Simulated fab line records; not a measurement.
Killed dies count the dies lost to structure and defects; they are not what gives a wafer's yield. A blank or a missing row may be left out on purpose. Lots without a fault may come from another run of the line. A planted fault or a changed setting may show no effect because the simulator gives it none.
fab line records	flow n5-finfet
record lots=4	wafers=10	last-day=19
route steps=1938 shown BEOL_M5@1186 BEOL_M6@1194 PASSIVATION@1936
lots that met no fault: taken from a fault-free run of the same line
start-h: hours from the record's opening day to when the first of the lot's shown wafers began	wait-h: how many hours have passed since the lot's step before this one	" as in the row above	L1.1+2: several wafers, shown together as one row	- no value present, or no start provided	* or withheld: withheld	< > ~ a bound
route shown NAME@n: a module of which the file shows steps, and the number in the route of the first	usual: the fault-free wafers' mean and standard deviation	same: alike in all rows	chamber/n: place in a boat	sites: readings site by site	_std_site: standard deviation of those values	_edge_site: the outer-site mean with the inner-site mean subtracted	radius-mm: for every site, how far away it sits from the centre of the wafer	mask NAME#n: copy n	behind: the most recent tool/chamber to have shaped the wafer	hold: why the lot went on hold/how many hours it stayed there/how the hold came to an end	device: transistor that didn't switch, given as n, p or np	end of line: tests run on the same wafers once the route is complete	a step with no rows: only its recipe	killed: not the wafer's yield, but the dies lost to structure and defects at the first sort	map: shows each die of a wafer: x if killed, . if not, _ if none is there
set.NAME: the setting as run; set.NAME@STEP: as run at that earlier step	model.NAME: the simulator's own value behind a step, which no gauge read
lots seen at some steps along the route; tables by step, rows by wafer
services: a tool's chamber out of use, with start hour (start-h, from the record's first day; less than 0 if before it), hours out, and reason
## steps
# step N5_BEOL_M5_CMP_52
# recipe stop-on=SiCOH_lowk	t-overpolish-s=6.9	down-force-psi=1	platen-rpm=50	clearing-platen-down-force-psi=1.5	clearing-platen-rpm=50	post-cmp-clean=cu-alkaline	target-thk-nm=62	clearing-platen-pad-velocity-m-s=0.99484	pad-velocity-m-s=0.99484
# step N5_BEOL_M5_PRE_CLEAN_77
# recipe gas=NH3/H2	time-s=15	temp-c=*	rf-power-w=300
# step N5_BEOL_M5_CO_CAP_78
# recipe material=Co	target-thk-a=20	temp-c=200	precursor=CCTBA/H2	pressure-torr=30	time-s=102.1
# step N5_BEOL_M5_PRE_CLEAN_55
# recipe gas=NH3	time-s=15	temp-c=withheld	rf-power-w=300
# step N5_BEOL_M5_DEP_56
# recipe material=SiCN	target-thk-a=80	temp-c=withheld	precursor=3MS/NH3	pressure-torr=3	rf-w=202	time-s=14
# step N5_BEOL_M6_ILD_DEP_00
# recipe material=SiCOH_lowk	target-thk-a=1797.5	temp-c=300	precursor=DEMS/porogen	pressure-torr=5	rf-w=500	time-s=33.4
# step N5_BEOL_M6_CURE_74
# recipe temp-c=385	time-s=240	ambient=He/Ar	material=SiCOH_lowk
# step N5_BEOL_M6_PECVD_70
# recipe material=SiO2	target-thk-a=200	temp-c=400	precursor=TEOS/O2	pressure-torr=5.5	rf-w=450	teos-flow-sccm=53.8	gas=O2	flow-sccm=3000	time-s=22.7
# step N5_BEOL_M6_HM_DEP_02
# recipe material=TiN	target-thk-a=200	temp-c=25	chamber-pressure-pa=0.49996
# usual throttle-valve-pct=29.7/1
lot.wafer	tool	chamber	start-h	wait-h	throttle-valve-pct	model.TiN_of_BEOL_M6_HM_DEP_02.thk-nm
L458.2	pvd-sputter-01	-	270.04	0.3	31.4	20.2
L458.3	"	-	"	"	28.5	20
L458.5	"	-	"	"	30.0	19.8
L460.1	pvd-sputter-01	-	299.94	1.4	29.0	19.8
L460.3	"	-	"	"	28.7	26.2
L463.1	pvd-sputter-01	-	304.44	0.6	31.6	20.4
L463.6	"	-	"	"	29.9	26
L471.4	pvd-sputter-03	-	366.73	0.3	30.1	20.2
L471.5	"	-	"	"	29.2	20.2
L471.6	"	-	"	"	30.1	20.2
# step N5_BEOL_M6_COAT_59
# recipe resist=SOC	temp-c=250	time-s=60	spin-rpm=1500	resist-thk-nm=100
# step N5_BEOL_M6_COAT_60
# recipe resist=SiARC	temp-c=220	time-s=60	spin-rpm=1500	resist-thk-nm=35
# step N5_BEOL_M6_COAT_05
# recipe resist=CAR-ArF	spin-rpm=1500	resist-thk-nm=90
# step N5_BEOL_M6_EBR_07
# recipe solvent=PGMEA	ebr-width-mm=1.5
# step N5_BEOL_M6_SOFTBAKE_06
# recipe temp-c=110	time-s=60	resist=CAR-ArF
# step N5_BEOL_M6_EXPOSE_08
# recipe mask-id=M6	na=1.35	source-shape=dipole	sigma-inner=0.817	sigma-outer=0.97	polarization=te	dose-mj=68.25
# step N5_BEOL_M6_PEB_09
# recipe peb-temp-c=withheld	peb-time-s=60	resist=CAR-ArF
# step N5_BEOL_M6_DEVELOP_10
# recipe develop-time-s=30	developer=TMAH	resist=CAR-ArF	rinse-liquid=diw	dry=air-spin	dev-temp-c=23
# step N5_BEOL_M6_DESCUM_16
# recipe chemistry=O2	time-s=7.9	source-power-w=50	bias-power-w=20	pressure-mtorr=20	rf-frequency-hz=2.712e+07	temp-c=40	resist=CAR-ArF	o2-flow-sccm=225
# step N5_BEOL_M6_ETCH_61
# recipe chemistry=CF4	target=SiARC	target-depth-a=455	mask-material=CAR-ArF	time-s=75.8	ion-energy-ev=80	pressure-mtorr=40	source-w=545	bias-w=36	Ar_flow_sccm=100	cf4-flow-sccm=100	ends=cleared
# step N5_BEOL_M6_ETCH_62
# recipe chemistry=N2/H2	target=SOC	target-depth-a=1100	overetch-a=220	mask-material=SiARC	temp-c=40	time-s=165	ion-energy-ev=200	pressure-mtorr=30	source-w=840	bias-w=150	n2-flow-sccm=200	h2-flow-sccm=200
# step N5_BEOL_M6_STRIP_68
# recipe chemistry=N2/H2	temp-c=40	n2-flow-sccm=200	h2-flow-sccm=200	rf-frequency-hz=6e+07
# step N5_BEOL_M6_STRIP_67
# recipe chemistry=CF4	resist=SiARC	power-w=300	bias-power-w=75	pressure-mtorr=50	cf4-flow-sccm=150	rf-frequency-hz=6e+07
# step N5_BEOL_M6_HM_OPEN_17
# recipe chemistry=Cl2/BCl3	target-depth-a=200	overetch-a=60	target=TiN	mask-material=SOC	ion-energy-ev=150	pressure-mtorr=10	icp-w=1000	bias-w=126	Cl2_flow_sccm=53.25	bcl3-flow-sccm=21.75	Ar_flow_sccm=25
# usual bias-w=125.9/0.34	drypump-motor-current-A=5.6/0.59	mfc-cl2-sccm=53.23/0.16	oes-product-au=0.70/0.087	rf-fwd-power-W=993/3.2	throttle-valve-pct=22.05/0.24
lot.wafer	tool	chamber	start-h	wait-h	bias-w	drypump-motor-current-A	mfc-cl2-sccm	oes-product-au	rf-fwd-power-W	rf-hours-counter-h	throttle-valve-pct	model.etch.depth-nm
L458.2	rie-metal-03	0	270.92	0.0	125.6	5.1	53.32	0.67	993	42	22.41	20.22
L458.3	"	1	"	"	125.4	6.0	53.17	0.53	994	-	22.01	19.95
L458.5	"	0	"	"	125.7	5.1	53.28	0.65	997	-	22.41	19.82
L460.1	rie-metal-02	1	300.81	0.0	126.1	6.4	53.33	0.72	989	27	22.27	19.79
L460.3	"	0	"	"	125.5	4.9	53.15	0.93	992	-	21.62	25.79
L463.1	rie-metal-02	1	305.21	0.0	126.3	6.4	53.21	0.72	993	27	22.24	20.31
L463.6	"	1	"	"	126.5	6.4	53.15	0.83	989	-	22.07	26.01
L471.4	rie-metal-02	1	367.50	0.1	125.9	6.4	53.30	0.70	993	-	22.26	20.17
L471.5	"	1	"	"	126.2	6.4	53.25	0.71	992	-	22.27	20.15
L471.6	"	0	"	"	126.1	4.8	53.35	0.77	995	-	21.81	20.19
# step N5_BEOL_M6_STRIP_19
# recipe chemistry=O2	power-w=400	temp-c=40	pressure-mtorr=30	rf-frequency-hz=6e+07	bias-power-w=0	overash-fraction=0.2	o2-flow-sccm=225
# step N5_BEOL_M6_COAT_63
# recipe resist=SOC	temp-c=250	time-s=60	spin-rpm=1500	resist-thk-nm=60
# step N5_BEOL_M6_COAT_64
# recipe resist=SiARC	temp-c=220	time-s=60	spin-rpm=1500	resist-thk-nm=12
# step N5_BEOL_M6_COAT_71
# recipe resist=underlayer	temp-c=205	time-s=60	spin-rpm=1500	resist-thk-nm=5
# step N5_BEOL_M6_COAT_22
# recipe resist=CAR-EUV	spin-rpm=1500	resist-thk-nm=30
# step N5_BEOL_M6_EBR_24
# recipe solvent=PGMEA	ebr-width-mm=1.5
# step N5_BEOL_M6_SOFTBAKE_23
# recipe temp-c=110	time-s=60	resist=CAR-EUV
# step N5_BEOL_M6_EXPOSE_25
# recipe mask-id=V5	na=0.33	source-shape=annular	sigma-inner=0.4	sigma-outer=0.8	polarization=unpolarized	target-cd-nm=40	dose-mj=45
# step N5_BEOL_M6_PEB_26
# recipe peb-temp-c=100	peb-time-s=60	resist=CAR-EUV
# step N5_BEOL_M6_DEVELOP_27
# recipe develop-time-s=30	developer=TMAH	resist=CAR-EUV	rinse-liquid=surfactant-rinse	dry=air-spin	dev-temp-c=23
# step N5_BEOL_M6_TRENCH_ETCH_37
# recipe chemistry=C4F6/O2	target-depth-a=944.35	target=SiCOH_lowk	time-s=31.5	ion-energy-ev=250	pressure-mtorr=30	source-w=345	bias-w=185	Ar_flow_sccm=300	C4F6_flow_sccm=10	O2_flow_sccm=10
# usual bias-w=185.1/0.55	drypump-motor-current-A=5.8/0.52	oes-product-au=0.79/0.11	rf-fwd-power-W=340.7/1.5	rf-vpp-V=666/13	showerhead-plenum-p-Torr=2.87/0.1	throttle-valve-pct=20.81/0.25
lot.wafer	tool	chamber	start-h	wait-h	bias-w	drypump-motor-current-A	oes-product-au	rf-fwd-power-W	rf-hours-counter-h	rf-vpp-V	showerhead-plenum-p-Torr	throttle-valve-pct	model.TiN_of_BEOL_M6_HM_DEP_02.thk-nm
L458.2	rie-diel-06	0	-	-	184.7	5.9	0.71	342.8	219	689	2.90	20.94	17.6
L458.3	"	1	"	"	185.2	5.2	0.67	341.4	227	653	2.93	21.00	17.2
L458.5	"	2	"	"	184.5	6.2	0.66	341.3	-	679	2.89	20.90	17.2
L460.1	rie-diel-06	3	-	-	184.4	6.8	0.95	341.3	6	671	2.93	20.65	17
L460.3	"	0	"	"	184.9	5.9	0.71	341.2	232	689	2.89	20.97	23.4
L463.1	rie-diel-02	2	-	-	185.1	5.2	0.92	341.9	25	662	2.80	20.76	17.6
L463.6	"	3	"	"	184.8	6.3	0.69	337.3	-	654	2.69	20.67	23.4
L471.4	rie-diel-02	2	-	-	185.5	5.1	0.87	342.0	-	662	2.79	20.79	17.4
L471.5	"	0	"	"	185.9	6.1	0.83	341.6	-	672	3.00	20.48	17.4
L471.6	"	1	"	"	185.7	5.5	0.88	338.8	-	658	2.77	20.97	17.4
# step N5_PASSIVATION_PROBE_49
# usual defect-limited-yield=91.4/1.2	killed_at_M0_to_M3=35/11	killed_at_M4_up=14/6	killed-at-contacts=12/6.7	killed-at-front-end=37/9.7	killed-at-other=3.5/2.5	killed-dies=102/15	killed-on-rim=13/3.6	killed-open=67/12	killed-short=33/7.3	sort_bin_5_function=5.1/0.81	sort_bin_6_memory=3.2/0.65	sort-n-pass=1078/15	sort-yield-pct=91.4/1.2
# same gross-dies=1180	killed-at-back-side=0	sort_bin_4_leakage[%]=0	sort_bin_8_speed[%]=0
lot.wafer	tool	chamber	start-h	wait-h	defect-limited-yield[%]	killed_at_M0_to_M3	killed_at_M4_up	killed-at-contacts	killed-at-front-end	killed-at-other	killed-dies	killed-on-rim	killed-open	killed-short	sort_bin_5_function[%]	sort_bin_6_memory[%]	sort-n-pass	sort-yield-pct[%]
L458.2	prober-01	-	372.82	0.1	92.9	29	9	14	28	4	84	10	54	30	5.2	1.7	1096	92.9
L458.3	prober-01	-	372.87	0.1	91.4	38	10	11	43	0	102	17	68	32	5.5	2.9	1078	91.4
L458.5	prober-01	-	372.97	0.2	90.7	56	11	8	33	2	110	8	74	36	5.6	3.6	1070	90.7
L463.1	prober-02	-	389.64	0.0	92.1	31	19	5	36	2	93	8	64	28	5.3	2.4	1087	92.1
L463.6	prober-02	-	389.89	0.3	91.9	31	13	18	29	5	96	16	58	38	4.7	3.3	1084	91.9
L460.1	prober-02	-	390.19	0.0	89.7	42	12	10	50	7	121	22	64	47	5.8	3.2	1059	89.7
L460.3	prober-02	-	390.29	0.1	90.7	40	16	13	40	1	110	16	64	33	5.4	3.4	1070	90.7
L471.4	prober-01	-	460.31	0.2	93.8	19	12	6	34	2	73	8	55	17	3.7	2.1	1107	93.8
L471.5	prober-01	-	460.36	0.2	91.9	34	19	1	38	4	96	14	60	31	4.3	3.3	1084	91.9
L471.6	prober-01	-	460.41	0.3	92.8	25	14	4	40	2	85	13	50	35	4.3	2.6	1095	92.8
# killed by level:class
L458.2 MOL_CONTACT_COAG:geometric-particle:open=12 FIN_SAQP:geometric-particle:short=10 BEOL_M0_SAQP:geometric-particle:open=10 STI_FIN_REVEAL:geometric-particle:open=9 BEOL_M0_SAQP:geometric-particle:short=8 BEOL_M2:geometric-particle:open=5 BEOL_M4:geometric-particle:open=4 BEOL_M5:geometric-particle:open=3
L458.3 BEOL_M0_SAQP:geometric-particle:open=14 STI_FIN_REVEAL:geometric-particle:open=11 FIN_SAQP:geometric-particle:open=10 MOL_CONTACT_COAG:geometric-particle:open=8 BEOL_M0_SAQP:geometric-particle:short=8 FIN_SAQP:geometric-particle:short=6 BEOL_M1:geometric-particle:open=6 DUMMY_GATE:geometric-particle:open=4
L458.5 BEOL_M0_SAQP:geometric-particle:short=15 STI_FIN_REVEAL:geometric-particle:open=14 BEOL_M2:geometric-particle:open=10 BEOL_M0_SAQP:geometric-particle:open=8 MOL_CONTACT_COAG:geometric-particle:open=8 FIN_SAQP:geometric-particle:short=6 BEOL_M3:geometric-particle:short=6 BEOL_M0:geometric-particle:open=5
L463.1 STI_FIN_REVEAL:geometric-particle:open=10 BEOL_M4:geometric-particle:open=10 BEOL_M0_SAQP:geometric-particle:short=6 FIN_SAQP:geometric-particle:open=5 BEOL_M2:geometric-particle:open=5 MOL_CONTACT_COAG:geometric-particle:open=4 BEOL_M1:geometric-particle:open=4 BEOL_M1:geometric-particle:short=4
L463.6 MOL_CONTACT_COAG:geometric-particle:open=13 FIN_SAQP:geometric-particle:short=5 DUMMY_GATE:geometric-particle:open=5 MOL_CONTACT_COAG:geometric-particle:short=5 BEOL_M3:geometric-particle:open=5 BEOL_M0_SAQP:geometric-particle:open=5 BEOL_M2:geometric-particle:open=5 BEOL_M4:geometric-particle:open=5
L460.1 STI_FIN_REVEAL:geometric-particle:open=13 BEOL_M0_SAQP:geometric-particle:short=10 HKMG_FIN:area-etch=10 BEOL_M4:geometric-particle:open=9 BEOL_M0_SAQP:geometric-particle:open=8 BEOL_M3:geometric-particle:open=8 BEOL_M3:geometric-particle:short=7 FIN_SAQP:geometric-particle:short=5
L460.3 BEOL_M6:area-open=13 MOL_CONTACT_COAG:geometric-particle:open=12 BEOL_M0_SAQP:geometric-particle:open=11 BEOL_M0_SAQP:geometric-particle:short=11 GATE_CUT:geometric-particle:short=9 STI_FIN_REVEAL:geometric-particle:open=7 STARTING-WAFER:geometric-particle:open=6 DUMMY_GATE:geometric-particle:open=5
L471.4 STI_FIN_REVEAL:geometric-particle:open=13 FIN_SAQP:geometric-particle:open=8 FIN_SAQP:geometric-particle:short=7 MOL_CONTACT_COAG:geometric-particle:open=5 BEOL_M3:geometric-particle:open=5 BEOL_M4:geometric-particle:open=5 BEOL_M0:geometric-particle:open=3 GATE_CUT:geometric-particle:open=2
L471.5 BEOL_M1:geometric-particle:open=17 FIN_SAQP:geometric-particle:short=9 BEOL_M1:geometric-particle:short=8 FIN_SAQP:geometric-particle:open=5 STI_FIN_REVEAL:geometric-particle:open=5 DUMMY_GATE:geometric-particle:open=5 BEOL_M4:geometric-particle:open=5 HKMG_FIN:area-etch=5
L471.6 FIN_SAQP:geometric-particle:open=12 FIN_SAQP:geometric-particle:short=11 BEOL_M2:geometric-particle:open=8 BEOL_M7:geometric-particle:open=6 BEOL_M1:geometric-particle:open=4 BEOL_M3:geometric-particle:open=4 STARTING-WAFER:geometric-particle:open=4 DUMMY_GATE:geometric-particle:short=3
## services
tool	chamber	start-h	hours	kind
rie-diel-06	3	268.66	-	clean
rie-diel-06	3	268.66	-	consumable-replace:focus-ring
rie-diel-06	3	268.66	20.6	scheduled-down
rie-diel-06	3	268.66	20.6	vent-cycle
rie-diel-02	1	279.22	-	clean
rie-diel-02	1	279.22	-	consumable-replace:focus-ring
rie-diel-02	1	279.22	16.4	scheduled-down
rie-diel-02	1	279.22	16.4	vent-cycle
rie-diel-06	2	289.23	-	clean
rie-diel-06	2	289.23	-	consumable-replace:focus-ring
rie-diel-06	2	289.23	18.8	scheduled-down
rie-diel-06	2	289.23	18.8	vent-cycle
rie-metal-02	-	325.49	1.1	repair
rie-diel-02	-	336.28	0.6	repair
rie-diel-06	1	337.72	-	clean
rie-diel-06	1	337.72	-	consumable-replace:focus-ring
rie-diel-06	1	337.72	25.3	scheduled-down
rie-diel-06	1	337.72	25.3	vent-cycle
rie-metal-03	0	339.98	5.8	repair
rie-diel-06	0	363.10	-	clean
rie-diel-06	0	363.10	-	consumable-replace:focus-ring
rie-diel-06	0	363.10	26.1	scheduled-down
rie-diel-06	0	363.10	26.1	vent-cycle
rie-diel-06	-	367.66	0.3	repair
## key
first-sign none at tools or gauges
model-effect step=N5_BEOL_M6_HM_DEP_02	value=TiN_of_BEOL_M6_HM_DEP_02.thk-nm	without=19.9	struck=26.1
model-effect step=N5_BEOL_M6_HM_OPEN_17	value=etch.depth-nm	without=19.93	struck=25.9
model-effect step=N5_BEOL_M6_TRENCH_ETCH_37	value=TiN_of_BEOL_M6_HM_DEP_02.thk-nm	without=17.2	struck=23.4
met-at N5_BEOL_M6_HM_DEP_02
struck-wafers L460.3,L463.6
baseline-loss step=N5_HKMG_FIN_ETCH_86	wafers=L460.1
onset-between 270.04 299.94
fault kind=process-parameter-drift	tool=pvd-sputter-01	chamber=-	onset-h=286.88	steps=N5_BEOL_M6_HM_DEP_02	channel=target-thk-a	offset=*	shape=step	end-h=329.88	scope=struck-wafers-only	acts-in=*	stated=*
# baseline-loss: these wafers lose ten dies or more at that step, a loss of the line's own and not of a fault; the sort's usual values leave them out
